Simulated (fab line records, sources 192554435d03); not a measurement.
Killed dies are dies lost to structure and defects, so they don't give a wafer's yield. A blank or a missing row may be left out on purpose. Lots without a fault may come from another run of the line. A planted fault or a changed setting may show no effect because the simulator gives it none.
Chamber matching | flow n5_finfet | N5_FIN_SAQP_PECVD_47 on pecvd-03: 3 sister chambers
The step deposits a-Si from SiH4/He, target thk 45 nm, time 36.3 s. 3 wafers are shown with their chamber, then 7 later ones without.

WAFERS WITH THEIR CHAMBER
wafer  | chamber | showerhead_plenum_p_Torr (Torr)
L122.3 | 1       | 5.58
L122.5 | 2       | 5.74
L122.6 | 0       | 5.60

WAFERS WITHOUT THEIR CHAMBER
wafer  | showerhead_plenum_p_Torr (Torr)
L128.2 | 5.59
L128.4 | 5.72
L129.1 | 5.61
L129.2 | 5.73
L133.1 | 5.73
L133.2 | 5.59
L133.3 | 5.58

WHICH CHAMBER EACH WENT THROUGH
wafer  | from the rows above     | in truth
L128.2 | can't be placed: 0 or 1 | 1
L128.4 | 2                       | 2
L129.1 | can't be placed: 0 or 1 | 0
L129.2 | 2                       | 2
L133.1 | 2                       | 2
L133.2 | can't be placed: 0 or 1 | 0
L133.3 | can't be placed: 1 or 0 | 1
Placed correctly: 3 of 7. Can't be placed from these rows: 4 (the true chamber is among the candidates in 4). Placed wrongly: 0.
How it was worked out, from the rows above alone: a wafer's distance from a chamber is the root of the sum, over the readings, of the square of ((its reading less the chamber's mean) divided by the reading's scatter). The wafer belongs to the nearest chamber; if the next one is less than 2 further off, it can't be placed. A chamber's mean is the mean of its shown wafers. The scatter: with one shown wafer a chamber, the root of the mean of the squares of how far each hidden wafer lies from its nearest shown one.
